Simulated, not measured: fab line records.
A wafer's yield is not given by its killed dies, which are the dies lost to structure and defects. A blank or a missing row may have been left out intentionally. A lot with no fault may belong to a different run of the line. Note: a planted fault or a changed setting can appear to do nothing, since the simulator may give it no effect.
fab line records ; flow nand-harc
record: lots: 12; wafers: 36; last-day: 24
route steps=1159 shown A_ZERO_WELL@404 A_SOURCE_PLATE@420 A_ONON_D1@428 END@1159
lots untouched by any fault: they come from a run of this same line in which no faults occurred
start-h: hours from the record's opening day to when the first of the lot's shown wafers began ; wait-h: hours elapsed since this lot's preceding step ; " the same as in the row above ; L1.1+2: several wafers, shown together as one row ; - no value, or no start was given ; * or withheld: withheld ; < > ~ a bound
route shown NAME@n: names a module that has steps shown in the file, with the first one's number in the route ; usual: average and standard deviation across the fault-free wafers ; same: alike in all rows ; chamber/n: place in a boat ; sites: the reading at each site ; _std_site: the values' standard deviation ; _edge_site: the outer-site mean with the inner-site mean subtracted ; radius-mm: how far each site lies from the wafer's centre ; mask NAME#n: copy n ; behind: tool/chamber where the wafer was last shaped ; hold: reason for holding the lot/hours on hold/outcome of the hold ; device: the n, p or np transistor that did not switch ; end of line: tests of these same wafers at the route's end ; a step with no rows: only its recipe ; killed: at the first sort, the dies lost to defects and structure; wafer yield is something else ; map: dies across one wafer; x = killed, . = not, _ = none there
set.NAME: the setting as run; set.NAME@STEP: as run at that earlier step ; model.NAME: the simulator's own value behind a step, which no gauge read
a sample of lots followed through the steps of the route, with each step as a table and each wafer as a row
services: when a tool's chamber went out of use (start-h, in hours from the record's first day, below 0 if earlier), for how many hours, and the reason
== steps ==
step: NHARC_A_ZERO_WELL_ETCH_19
recipe: target-depth-a: 800; overetch-a: 240; time-s: 87.88; ion-energy-ev: 200; n2-flow-sccm: 150; h2-flow-sccm: 150; ar-flow-sccm: 0; rf-w: 400; bias-w: 150; chemistry: N2/H2
usual: bias-w: 150.0/0.44; chamber-pressure-mTorr: 30.003/0.028; drypump-motor-current-A: 5.9/0.52; oes-product-au: 0.994/0.012; rf-vpp-V: 432.0/2.2; showerhead-plenum-p-Torr: 2.09/0.074; throttle-valve-pct: 14.171/0.009
lot.wafer;tool;chamber;start-h;wait-h;bias-w;chamber-pressure-mTorr;drypump-motor-current-A;oes-product-au;rf-hours-counter-h;rf-vpp-V;showerhead-plenum-p-Torr;throttle-valve-pct
L779.2;rie-diel-11;3;146.85;0.1;150.5;29.972;6.6;0.995;7;432.6;2.10;14.167
L779.1;rie-diel-11;2;146.85;0.1;150.0;29.996;6.5;0.993;7;431.9;2.08;14.166
L779.6;rie-diel-11;0;146.85;0.1;150.3;29.999;4.9;1.000;-;434.4;2.17;14.157
L780.4;rie-diel-11;2;157.20;0.1;150.5;29.988;6.5;0.988;8;431.6;2.08;14.163
L780.2;rie-diel-11;0;157.20;0.1;150.1;29.972;4.9;0.998;7;433.8;2.17;14.152
L780.5;rie-diel-11;2;157.20;0.1;151.2;30.003;6.5;0.997;-;430.2;2.08;14.186
L781.1;rie-diel-01;0;161.30;0.1;150.0;30.015;6.0;0.987;1;432.5;2.10;14.173
L781.5;rie-diel-01;2;161.30;0.1;150.3;29.985;6.5;0.991;-;430.9;2.08;14.165
L781.6;rie-diel-01;3;161.30;0.1;149.1;30.011;5.4;0.970;-;429.1;1.99;14.173
L786.2;rie-diel-02;1;185.67;0.1;150.3;30.044;5.0;1.004;2;432.9;2.10;14.167
L786.5;rie-diel-02;3;185.67;0.1;150.6;29.985;5.5;0.991;-;433.4;2.19;14.164
L786.6;rie-diel-02;0;185.67;0.1;149.1;29.980;5.9;1.018;-;429.0;1.95;14.181
L787.3;rie-diel-01;0;191.40;0.1;150.0;29.993;6.0;0.981;4;433.1;2.10;14.172
L787.2;rie-diel-01;1;191.40;0.1;149.7;30.004;6.3;0.972;4;434.2;2.18;14.164
L787.5;rie-diel-01;0;191.40;0.1;150.3;30.018;6.0;0.991;-;431.9;2.10;14.158
L790.1;rie-diel-02;2;207.61;0.1;149.8;29.964;6.2;0.978;5;432.1;2.09;14.160
L790.6;rie-diel-02;3;207.61;0.1;150.4;30.017;5.5;0.999;-;435.2;2.19;14.177
L790.5;rie-diel-02;0;207.61;0.1;149.3;30.045;5.9;1.009;-;429.9;1.95;14.170
L789.2;rie-diel-11;0;208.47;0.1;150.0;30.049;4.9;1.001;0;434.2;2.17;14.171
L789.1;rie-diel-11;2;208.47;0.1;150.0;29.987;6.5;0.988;0;431.8;2.08;14.173
L789.5;rie-diel-11;0;208.47;0.1;150.1;30.046;4.9;1.001;-;433.5;2.17;14.169
L788.3;rie-diel-02;3;208.88;0.1;150.5;29.999;5.5;0.989;5;434.6;2.19;14.155
L788.2;rie-diel-02;0;208.88;0.1;149.7;29.986;5.9;0.993;5;426.4;1.95;14.170
L788.5;rie-diel-02;2;208.88;0.1;150.7;30.008;6.3;0.978;-;432.7;2.09;14.173
L792.2;rie-diel-01;3;225.07;0.1;150.0;30.035;5.4;0.973;6;428.9;1.99;14.174
L792.6;rie-diel-01;2;225.07;0.1;150.0;29.995;6.5;1.003;-;431.2;2.08;14.160
L792.5;rie-diel-01;3;225.07;0.1;149.9;29.986;5.4;0.978;-;430.0;1.99;14.177
L791.3;rie-diel-02;2;226.86;0.1;150.1;29.994;6.2;0.986;7;432.2;2.09;14.162
L791.1;rie-diel-02;0;226.86;0.1;150.7;30.037;5.8;1.002;6;427.5;1.95;14.180
L791.6;rie-diel-02;2;226.86;0.1;148.9;30.042;6.2;0.982;-;432.2;2.09;14.198
L794.2;rie-diel-01;3;227.17;0.1;150.9;30.033;5.4;0.988;6;429.7;1.99;14.169
L794.4;rie-diel-01;2;227.17;0.1;150.1;30.003;6.5;1.005;5;432.6;2.08;14.176
L794.6;rie-diel-01;0;227.17;0.1;150.1;30.004;6.0;1.007;-;431.7;2.10;14.182
L800.3;rie-diel-01;2;263.79;0.1;150.0;29.947;6.4;0.978;8;432.0;2.08;14.167
L800.4;rie-diel-01;0;263.79;0.1;149.8;30.004;6.0;0.989;10;431.6;2.10;14.167
L800.6;rie-diel-01;1;263.79;0.1;150.6;29.950;6.3;0.976;-;433.8;2.18;14.175
step: NHARC_A_ZERO_WELL_ETCH_13
recipe: target-depth-a: 1200; time-s: 40.1; hbr-flow-sccm: 150; cl2-flow-sccm: 50; rf-w: 400; icp-w: 400; bias-w: 100; chemistry: HBr/Cl2
usual: bias-w: 100.0/0.31; chamber-pressure-mTorr: 15.002/0.015; drypump-motor-current-A: 5.6/0.52; oes-product-au: 1.002/0.01; throttle-valve-pct: 26.406/0.009
lot.wafer;tool;chamber;start-h;wait-h;bias-w;chamber-pressure-mTorr;drypump-motor-current-A;oes-product-au;rf-hours-counter-h;throttle-valve-pct
L779.1;rie-si-02;2;146.96;-;100.3;15.008;5.6;1.010;0.7;26.420
L779.2;rie-si-02;1;146.96;-;99.9;14.989;5.6;1.006;0.7;26.397
L779.6;rie-si-02;2;146.96;-;99.9;14.975;5.7;1.006;-;26.406
L780.4;rie-si-02;2;157.35;-;99.8;14.978;5.7;1.002;0.8;26.388
L780.2;rie-si-02;3;157.35;-;100.2;15.001;6.3;1.002;0.8;26.410
L780.5;rie-si-02;1;157.35;-;99.6;15.024;5.6;1.003;-;26.412
L781.1;rie-si-02;2;161.45;-;100.2;15.000;5.7;0.996;0.8;26.407
L781.6;rie-si-02;3;161.45;-;100.5;14.995;6.3;0.994;-;26.394
L781.5;rie-si-02;0;161.45;-;99.5;15.029;4.7;1.012;-;26.398
L786.2;rie-si-03;2;185.79;-;99.9;14.994;6.2;1.011;0.2;26.412
L786.6;rie-si-03;1;185.79;-;99.5;14.984;5.3;0.997;-;26.410
L786.5;rie-si-03;2;185.79;-;100.5;14.992;6.1;1.002;-;26.408
L787.3;rie-si-02;1;191.53;-;99.7;15.005;5.7;1.021;1.1;26.414
L787.2;rie-si-02;2;191.53;-;99.8;15.007;5.7;0.996;1.0;26.416
L787.5;rie-si-02;1;191.53;-;99.9;15.041;5.7;1.021;-;26.409
L790.1;rie-si-02;0;207.75;-;99.8;15.020;4.7;1.008;1.3;26.414
L790.5;rie-si-02;1;207.75;-;99.9;15.020;5.6;1.025;-;26.419
L790.6;rie-si-02;2;207.75;-;99.9;15.016;5.7;1.002;-;26.420
L789.2;rie-si-03;1;208.59;-;100.0;15.002;5.3;0.985;0.3;26.404
L789.1;rie-si-03;3;208.59;-;100.2;14.996;5.2;0.984;0.4;26.398
L789.5;rie-si-03;1;208.59;-;99.7;14.990;5.3;0.986;-;26.411
L788.2;rie-si-06;1;209.00;-;100.2;14.994;6.0;1.008;0.1;26.408
L788.3;rie-si-06;3;209.00;-;100.8;15.005;5.3;1.004;0.1;26.377
L788.5;rie-si-06;0;209.00;-;99.9;14.994;6.0;0.995;-;26.412
L792.2;rie-si-02;1;225.19;-;100.4;14.995;5.6;1.002;0.0;26.394
L792.5;rie-si-02;0;225.19;-;100.3;15.010;4.6;0.996;-;26.397
L792.6;rie-si-02;1;225.19;-;100.3;15.044;5.6;1.008;-;26.416
L791.1;rie-si-06;2;226.99;-;100.3;15.005;5.6;1.005;0.2;26.387
L791.3;rie-si-06;3;226.99;-;100.0;15.008;5.3;1.009;0.2;26.395
L791.6;rie-si-06;0;226.99;-;100.2;14.992;6.0;1.006;-;26.408
L794.4;rie-si-03;0;227.29;-;99.3;14.992;6.3;0.985;0.4;26.415
L794.2;rie-si-03;1;227.29;-;99.9;14.998;5.3;1.013;0.4;26.400
L794.6;rie-si-03;0;227.29;-;100.1;15.012;6.3;0.980;-;26.415
L800.4;rie-si-06;1;263.92;-;99.7;14.996;5.9;1.004;0.3;26.402
L800.3;rie-si-06;2;263.92;-;99.3;14.988;5.7;0.999;0.4;26.413
L800.6;rie-si-06;1;263.92;-;100.0;15.022;6.0;0.996;-;26.408
step: NHARC_A_SOURCE_PLATE_THK_MEAS_06
recipe: thk-meas-gauge: ellipsometry
usual: thk-nm: 200.3/2.2
lot.wafer;tool;chamber;start-h;wait-h;thk-nm
L779.1;film-metro-01;-;169.04;0.4;198.0
L779.2;film-metro-01;-;169.04;0.4;200.4
L779.6;film-metro-01;-;169.04;0.4;199.1
L781.1;film-metro-01;-;180.67;0.4;198.7
L781.5;film-metro-01;-;180.67;0.4;197.1
L781.6;film-metro-01;-;180.67;0.4;198.3
L780.2;film-metro-02;-;180.67;0.4;197.8
L780.4;film-metro-02;-;180.67;0.4;199.0
L780.5;film-metro-02;-;180.67;0.4;200.5
L786.2;film-metro-01;-;208.38;0.4;200.2
L786.5;film-metro-01;-;208.38;0.4;200.3
L786.6;film-metro-01;-;208.38;0.4;198.6
L787.2;film-metro-02;-;213.04;0.4;201.7
L787.3;film-metro-02;-;213.04;0.4;200.6
L787.5;film-metro-02;-;213.04;0.4;199.9
L789.1;film-metro-02;-;229.57;0.4;201.5
L789.2;film-metro-02;-;229.57;0.4;199.4
L789.5;film-metro-02;-;229.57;0.4;199.7
L790.1;film-metro-02;-;229.57;0.4;201.2
L790.5;film-metro-02;-;229.57;0.4;198.5
L790.6;film-metro-02;-;229.57;0.4;201.0
L788.2;film-metro-01;-;229.58;0.4;201.9
L788.3;film-metro-01;-;229.58;0.4;201.6
L788.5;film-metro-01;-;229.58;0.4;200.3
L791.1;film-metro-01;-;247.51;0.4;199.4
L791.3;film-metro-01;-;247.51;0.4;199.2
L791.6;film-metro-01;-;247.51;0.4;197.5
L792.2;film-metro-02;-;247.52;0.4;200.8
L792.5;film-metro-02;-;247.52;0.4;202.2
L792.6;film-metro-02;-;247.52;0.4;199.1
L794.2;film-metro-02;-;247.52;0.4;196.1
L794.4;film-metro-02;-;247.52;0.4;195.8
L794.6;film-metro-02;-;247.52;0.4;194.4
L800.3;film-metro-01;-;284.19;0.4;203.1
L800.4;film-metro-01;-;284.19;0.4;203.5
L800.6;film-metro-01;-;284.19;0.4;203.6
step: NHARC_A_ONON_D1_DEP_06
recipe: target-thk-a: 10000; n2-flow-sccm: 2750; n2o-flow-sccm: 2000; nh3-flow-sccm: 500; sih4-flow-sccm: 210; temp-c: 400
lot.wafer;tool;chamber;start-h;wait-h
L779.1+2+6;pecvd-onon-02;0;170.31;0.1
L781.1+5+6;pecvd-onon-03;0;182.04;0.1
L780.2+4+5;pecvd-onon-02;0;182.32;0.1
L786.2+5+6;pecvd-onon-03;0;209.73;0.1
L787.2+3+5;pecvd-onon-03;0;214.36;0.1
L790.1+5+6;pecvd-onon-04;0;230.86;0.1
L789.1+2+5;pecvd-onon-03;0;230.90;0.1
L788.2+3+5;pecvd-onon-02;0;230.94;0.1
L791.1+3+6;pecvd-onon-03;0;248.78;0.1
L792.2+5+6;pecvd-onon-02;0;248.98;0.1
L794.2+4+6;pecvd-onon-03;0;249.20;0.1
L800.3+4+6;pecvd-onon-04;0;285.60;0.2
step: NHARC_A_ONON_D1_THK_MEAS_08
recipe: thk-meas-gauge: ellipsometry
usual: thk-nm: 1000/8.7
lot.wafer;tool;chamber;start-h;wait-h;thk-nm
L779.1;film-metro-02;-;170.82;-;1001
L779.2;film-metro-02;-;170.82;-;1001
L779.6;film-metro-02;-;170.82;-;1002
L781.1;film-metro-02;-;182.54;-;1004
L781.5;film-metro-02;-;182.54;-;1003
L781.6;film-metro-02;-;182.54;-;1001
L780.2;film-metro-02;-;182.77;-;995
L780.4;film-metro-02;-;182.77;-;999
L780.5;film-metro-02;-;182.77;-;998
L786.2;film-metro-01;-;210.18;-;1001
L786.5;film-metro-01;-;210.18;-;1000
L786.6;film-metro-01;-;210.18;-;999
L787.2;film-metro-02;-;214.81;-;1002
L787.3;film-metro-02;-;214.81;-;999
L787.5;film-metro-02;-;214.81;-;999
L790.1;film-metro-02;-;231.37;-;1022
L790.5;film-metro-02;-;231.37;-;1022
L790.6;film-metro-02;-;231.37;-;1022
L788.2;film-metro-01;-;231.42;-;1012
L788.3;film-metro-01;-;231.42;-;1012
L788.5;film-metro-01;-;231.42;-;1013
L789.1;film-metro-02;-;231.43;-;1003
L789.2;film-metro-02;-;231.43;-;1001
L789.5;film-metro-02;-;231.43;-;1004
L791.1;film-metro-02;-;249.30;-;667
L791.3;film-metro-02;-;249.30;-;666
L791.6;film-metro-02;-;249.30;-;999
L792.2;film-metro-01;-;249.43;-;1013
L792.5;film-metro-01;-;249.43;-;1013
L792.6;film-metro-01;-;249.43;-;1013
L794.2;film-metro-02;-;249.65;-;655
L794.4;film-metro-02;-;249.65;-;987
L794.6;film-metro-02;-;249.65;-;989
L800.3;film-metro-01;-;285.99;-;1000
L800.4;film-metro-01;-;285.99;-;1001
L800.6;film-metro-01;-;285.99;-;1001
step: NHARC_END_SORT_01
recipe: temp-c: 25
usual: killed-at-array: 25/7.8; killed-at-other: 0.6/0.81; killed-at-periphery: 3.3/2.2; killed-dies: 29/8.2; killed-open: 3.5/1.9; killed-short: 1.8/1.3
same: gross-dies: 677
lot.wafer;tool;chamber;start-h;wait-h;killed-at-array;killed-at-other;killed-at-periphery;killed-dies;killed-open;killed-short
L791.1;prober-01;0;531.28;2.5;673;3;1;677;4;0
L791.3;prober-01;0;532.86;3.1;675;0;2;677;1;2
L791.6;prober-01;0;535.23;4.0;14;2;3;19;3;2
L794.2;prober-02;0;549.13;2.8;675;0;2;677;6;1
L794.4;prober-02;0;550.72;3.4;13;1;3;17;2;3
L794.6;prober-02;0;552.32;4.0;20;0;1;21;5;2
killed by level:class
L791.1 A_ONON_D1:area-dep=659 A_CONTACT:chamber-film-flake=5 A_CHANNEL_HOLE_D1:chamber-film-flake=4 THIN_TSV:chamber-film-flake=3 A_BLC:geometric-particle:open=2 A_WL_FILL:geometric-particle:open=1 A_CONTACT:geometric-particle:open=1 P_GATE:chamber-film-flake=1
L791.3 A_ONON_D1:area-dep=657 A_CHANNEL_HOLE_D1:chamber-film-flake=8 A_CONTACT:chamber-film-flake=7 P_GATE:geometric-particle:short=1 P_M1:geometric-particle:open=1 A_M1:geometric-particle:short=1 A_ZERO_WELL:chamber-film-flake=1 A_SLIT:chamber-film-flake=1
L791.6 A_CHANNEL_HOLE_D1:chamber-film-flake=6 A_CONTACT:chamber-film-flake=4 THIN_TSV:chamber-film-flake=2 P_M0:geometric-particle:open=1 P_M0:geometric-particle:short=1 A_SGD_CUT:geometric-particle:open=1 A_WL_FILL:geometric-particle:short=1 A_CONTACT:geometric-particle:open=1
L794.2 A_ONON_D1:area-dep=660 A_CHANNEL_HOLE_D1:chamber-film-flake=4 A_M0:chamber-film-flake=4 A_CONTACT:geometric-particle:open=2 A_CONTACT:chamber-film-flake=2 P_CONTACT:geometric-particle:open=1 P_M0:geometric-particle:open=1 A_WL_FILL:geometric-particle:open=1
L794.4 A_CONTACT:chamber-film-flake=3 A_CHANNEL_HOLE_D1:chamber-film-flake=3 A_M0:chamber-film-flake=3 A_CHANNEL_FILL_D1:geometric-particle:short=2 P_CONTACT:chamber-film-flake=2 P_M0:geometric-particle:open=1 A_BLC:geometric-particle:short=1 STARTING-WAFER:geometric-particle:open=1
L794.6 A_CHANNEL_HOLE_D1:chamber-film-flake=6 A_ONON_D1:geometric-particle:open=3 A_M0:chamber-film-flake=3 P_M0:geometric-particle:open=1 A_SGD_CUT:geometric-particle:open=1 A_WL_FILL:geometric-particle:short=1 A_CONTACT:geometric-particle:short=1 A_ZERO_WELL:chamber-film-flake=1
== services ==
tool;chamber;start-h;hours;kind
rie-diel-01;1;125.64;6.7;repair
rie-diel-11;2;128.29;6.4;repair
rie-diel-01;3;129.13;5.4;repair
rie-si-02;3;131.26;16.6;repair
rie-diel-01;-;137.80;9.0;pm
rie-diel-02;-;150.70;9.0;pm
pecvd-onon-03;-;153.07;13.0;pm
rie-si-03;-;155.00;9.0;pm
rie-diel-11;-;175.26;3.2;repair
rie-si-06;2;179.05;5.2;repair
rie-si-06;-;183.00;9.0;pm
rie-diel-11;-;189.50;9.0;pm
rie-diel-01;2;192.85;8.1;repair
rie-si-03;3;210.06;6.2;repair
rie-si-02;-;211.00;9.0;pm
rie-diel-01;0;215.42;8.1;repair
rie-si-06;1;218.37;23.2;repair
rie-diel-11;0;234.01;1.6;repair
rie-diel-11;2;234.91;3.7;repair
pecvd-onon-04;-;237.00;13.0;pm
rie-diel-11;2;238.75;4.2;repair
rie-diel-11;0;273.62;3.9;repair
rie-diel-02;2;277.86;7.2;repair
rie-diel-01;3;283.11;7.3;repair
== key ==
first-sign: step: NHARC_A_ONON_D1_THK_MEAS_08; reading: thk-nm; direction: down; sigmas: 39; usual: 1000; struck: 662
effect: step: NHARC_END_SORT_01; reading: killed-at-array; direction: up; sigmas: 83; usual: 25; struck: 674
more-kills-born-at: NHARC_A_ONON_D1_DEP_06@pecvd-onon-03: 1976
met-at NHARC_A_ONON_D1_DEP_06
struck-lots L791,L794
struck-wafers L791.1,L791.3,L794.2
later-rows-left-out L791.1,L791.3,L794.2
tester-left-out L791,L794
not-acting-at NHARC_A_ZERO_WELL_ETCH_19,NHARC_A_ZERO_WELL_ETCH_13,NHARC_A_SOURCE_PLATE_THK_MEAS_06
fault: kind: process-parameter-drift; tool: pecvd-onon-03; chamber: -; onset-h: 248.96; steps: NHARC_A_ONON_D1_DEP_06; channel: target-thk-a; offset: *; shape: step; end-h: 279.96; scope: struck-wafers-only; acts-in: *; stated: *
tester-left-out: of these lots the tester's yield and bins aren't shown, on N5 and GAA mostly nor the transistor test; their killed dies are dies lost to structure and defects alone, not to doping, threshold or leakage, so they don't give the yield
later-rows-left-out: the simulator's readings of these wafers behind a module that went badly wrong aren't trusted and aren't shown, but for the sort
